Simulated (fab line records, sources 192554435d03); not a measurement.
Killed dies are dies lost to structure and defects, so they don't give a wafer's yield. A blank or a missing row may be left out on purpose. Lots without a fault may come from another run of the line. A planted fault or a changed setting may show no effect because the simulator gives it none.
Problem report in the 8D (eight disciplines) form, filled by code | flow n5_finfet | the parts of the form that need people (team, actions taken, sign-off) are left out

1. THE PROBLEM
raw_defect_count at N5_BEOL_M0_CUTY_INSPECT_59 reads a mean of 37.0 on 2 wafers of 2 lots; wafers without a fault read 1.7 with a standard deviation of 1.3. That is +27 standard deviations from the usual mean.
The step: inspects for defects (macro).
First seen on wafer L739.5, day 8 12:54, on defect_inspect-01. The record holds 24 wafers of 8 lots with a number at this step. Rule for "out", or "out of limits": more than 4 standard deviations from the usual mean. The other wafers with a number count as sound.

2. WHAT IT IS AND WHAT IT IS NOT
question                    | is                | is not
which readings at this step | raw_defect_count  | -
which lots                  | L739, L740        | L731, L732, L742, L743, L745, L748
which wafers of those lots  | L739.5, L740.5    | L739.2, L739.6, L740.3, L740.4
read on which gauges        | defect_inspect-01 | defect_inspect-02
when                        | from day 8 12:54  | up to then (8 sound wafers); but 14 sound wafers of L740, L742, L743, L745, L748 came after

3. SUSPECTS, AND WHAT RULES EACH OUT
Counting: a tool at a process step up to the reading stays a suspect if it ran every lot that is out. Sound lots after the first of them don't rule it out here, since some wafers of a struck lot are sound.
- the gauge at N5_BEOL_M0_CUTY_INSPECT_59: kept. All the wafers that are out were read on defect_inspect-01, and no step on other tools shows them out.
- rie_diel-03 at N5_BEOL_M0_SAQP_SPACER2_ETCHBACK_27 (etches SiO2 in CHF3/O2, target depth 22.5 nm, time 11.25 s): kept. It ran every lot that is out, first L739 (day 8 10:41); its last sound lot up to then is L732 (day 6 18:06).
- rie_diel-03 at N5_BEOL_M0_SAQP_CUT_ETCH_46 (etches SOC in N2/H2, target depth 135 nm, overetch 27 nm, time 202.5 s): kept. It ran every lot that is out, first L739 (day 8 11:38); its last sound lot up to then is L732 (day 6 19:01).
- Within rie_diel-03 at N5_BEOL_M0_SAQP_SPACER2_ETCHBACK_27: the wafers that are out ran in chamber 0; their sound lot-mates ran in chambers 1, 3.
- Within rie_diel-03 at N5_BEOL_M0_SAQP_CUT_ETCH_46: the wafers that are out ran in chamber 2; their sound lot-mates ran in chambers 0, 1, 3.
Left after counting: rie_diel-03 at N5_BEOL_M0_SAQP_SPACER2_ETCHBACK_27, rie_diel-03 at N5_BEOL_M0_SAQP_CUT_ETCH_46, defect_inspect-01 at N5_BEOL_M0_CUTY_INSPECT_59.

4. THE CAUSE (what the simulator had put in)
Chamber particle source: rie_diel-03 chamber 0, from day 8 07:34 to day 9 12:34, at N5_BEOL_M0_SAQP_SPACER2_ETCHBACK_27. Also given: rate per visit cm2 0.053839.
Counting left 3 suspects, and this tool is among them.

5. THE CHAIN OF EFFECTS, in route order
Each row: a reading whose mean over the struck wafers that have a number lies more than 3 standard deviations from the usual. Only readings for which the record gives a usual standard deviation are gone through. hours: the time from each lot's start at the first step in this table that gives one to its start at this step, as a median over the lots. sigmas: the change in usual standard deviations.
hours | step                       | reading          | usual | on struck wafers | change | sigmas
0     | N5_BEOL_M0_CUTY_INSPECT_59 | raw_defect_count | 1.7   | 37.0             | +35.3  | +27
Later measuring or inspecting steps at which every struck wafer that the step has a row for has a number for every such reading, and none has moved that far: N5_BEOL_M4_RC_MEAS_101.

6. WHAT WOULD HAVE CAUGHT IT SOONER
In this record the first reading out of limits at a measuring or inspecting step was taken at day 8 12:54, 5 hours after the fault began at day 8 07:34.
Of the tool readings at N5_BEOL_M0_SAQP_SPACER2_ETCHBACK_27 for which the record gives a usual standard deviation, none was out on any struck wafer, so an alarm limit of 4 standard deviations on them would not have fired.
Of the lots that are out (2), L740 began N5_BEOL_M0_SAQP_SPACER2_ETCHBACK_27 on rie_diel-03 after day 8 12:54. A hold on the tool at that time would have spared it.
